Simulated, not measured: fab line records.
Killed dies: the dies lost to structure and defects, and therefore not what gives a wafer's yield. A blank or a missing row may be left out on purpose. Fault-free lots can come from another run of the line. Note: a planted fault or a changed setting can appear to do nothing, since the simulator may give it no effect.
8D (eight disciplines) problem report, filled in by code	flow nand harc	the parts of the form that need people (team, actions taken, sign-off) are left out

1. WHAT IS WRONG
A mean of 96.6 % is read at NHARC_END_SORT_01 for sort_bin_2_pct, taken on 1 wafer of 1 lot, against 1.4 % (standard deviation 0.63) on wafers free of any fault. So: +99 or more standard deviations from the usual mean.
Earliest sighting: wafer L809.5 on prober-02 at day 21 09:04. The record holds 21 wafers of 7 lots with a number at this step. Rule for "out", or "out of limits": more than 4 standard deviations from the usual mean. The other wafers with a number count as sound.

2. WHAT IT IS, AND WHAT IT ISN'T
question	is	is not
which readings at this step	sort_bin_2_pct, defect limited yield, killed at array, killed dies, sort n pass, sort rim yield pct, sort yield pct	killed at other, killed at periphery, killed open, killed short, sort_bin_3_pct, sort_bin_4_pct
which lots	L809	L810, L817, L820, L821, L822, L823
which wafers of those lots	L809.5	L809.1, L809.2
read on which gauges	prober-02	prober-01
when	from day 21 09:04	up to then (2 sound wafers); but 18 sound wafers of L810, L817, L820, L821, L822, L823 came after

3. THE SUSPECTS, EACH WITH WHAT RULES IT OUT
Counting: any tool at a process step up to the reading remains a suspect provided it ran every lot that is out. Sound lots after the first of them don't rule it out here, since some wafers of a struck lot are sound.
- the gauge at NHARC_END_SORT_01 is ruled out. All the wafers that are out were read on prober-02, but those of them that NHARC_A_BONDPAD_ETCH_24 has rows for are out there too, on other tools.
- rie diel-08 at NHARC_A_M0_ETCH_15 (etches the open film in C4F8/Ar, target depth 150 nm, overetch 15 nm, time 82.5 s): kept. It ran the lot that is out, L809 (day 19 19:54). NHARC_A_M0_ETCH_15: start missing for some lots; hours and lot order therefore follow NHARC_A_M1_DEGAS_29.
- pvd sputter-02 at NHARC_A_M0_PVD_20 (deposits TaN, target thk 5 nm, time 8.06 s): kept. It ran the lot that is out, L809 (day 19 19:54). NHARC_A_M0_PVD_20: start missing for some lots; hours and lot order therefore follow NHARC_A_M1_DEGAS_29.
- pvd sputter-02 at NHARC_A_M1_DEGAS_29 (time 60 s): kept. It ran the lot that is out, L809 (day 19 19:54).
- rie diel-03 at NHARC_A_BONDPAD_ETCH_24 (etches the open film in CF4/N2, target depth 30 nm, time 72.99 s): kept. It ran the lot that is out, L809 (day 20 00:03). Its own oes product au readings are out on those wafers.
- At NHARC_A_BONDPAD_ETCH_24, inside rie diel-03: chamber 0 took the wafers that are out, while their sound lot-mates went through chambers 1, 3.
Left after counting: rie diel-08 at NHARC_A_M0_ETCH_15, pvd sputter-02 at NHARC_A_M0_PVD_20, pvd sputter-02 at NHARC_A_M1_DEGAS_29, rie diel-03 at NHARC_A_BONDPAD_ETCH_24.

4. THE CAUSE (what the simulator had put in)
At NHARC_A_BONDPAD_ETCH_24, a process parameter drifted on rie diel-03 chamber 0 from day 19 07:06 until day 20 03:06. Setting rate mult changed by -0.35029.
This tool is one of the 4 suspects left after counting.

5. THE EFFECT CHAIN, in route order
Rows list readings where the struck wafers' mean (over those with a number) sits beyond 3 standard deviations from the usual. Only readings whose record carries a usual standard deviation are examined. hours: median over the lots of the time between each lot's start at the first step of this table that gives one and its start at this step. sigmas: the change, counted in usual standard deviations.
hours	step	reading	usual	on struck wafers	change	sigmas
0	NHARC_A_BONDPAD_ETCH_24	oes product au	0.995 a.u.	0.774	-0.221	-29
33	NHARC_END_SORT_01	defect limited yield	95.7 %	0.1	-95.6	-64
33	NHARC_END_SORT_01	killed at array	25	674	+649	+68
33	NHARC_END_SORT_01	killed dies	29	676	+647	+65
33	NHARC_END_SORT_01	sort_bin_2_pct	1.4 %	96.6	+95.2	+99 or more
33	NHARC_END_SORT_01	sort n pass	648	1	-647	-65
33	NHARC_END_SORT_01	sort rim yield pct	95.6 %	0.9	-94.7	-34
33	NHARC_END_SORT_01	sort yield pct	95.7 %	0.1	-95.6	-64
It contains these process steps:
- NHARC_A_BONDPAD_ETCH_24: etches the open film in CF4/N2, target depth 30 nm, time 72.99 s.

6. WHAT WOULD HAVE CAUGHT IT SOONER
Counted from the fault's start at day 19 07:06, it took 50 hours until the first out-of-limits reading at a measuring or inspecting step in this record, taken at day 21 09:04.
The tool's own readings at NHARC_A_BONDPAD_ETCH_24 were out on every struck wafer that the step has a row for (oes product au): an alarm limit on them would have fired on the first of those.
Each of the lots that are out, 1 in all, had begun NHARC_A_BONDPAD_ETCH_24 on rie diel-03 no later than day 21 09:04. Tool hold at that time: it would have spared none of them.
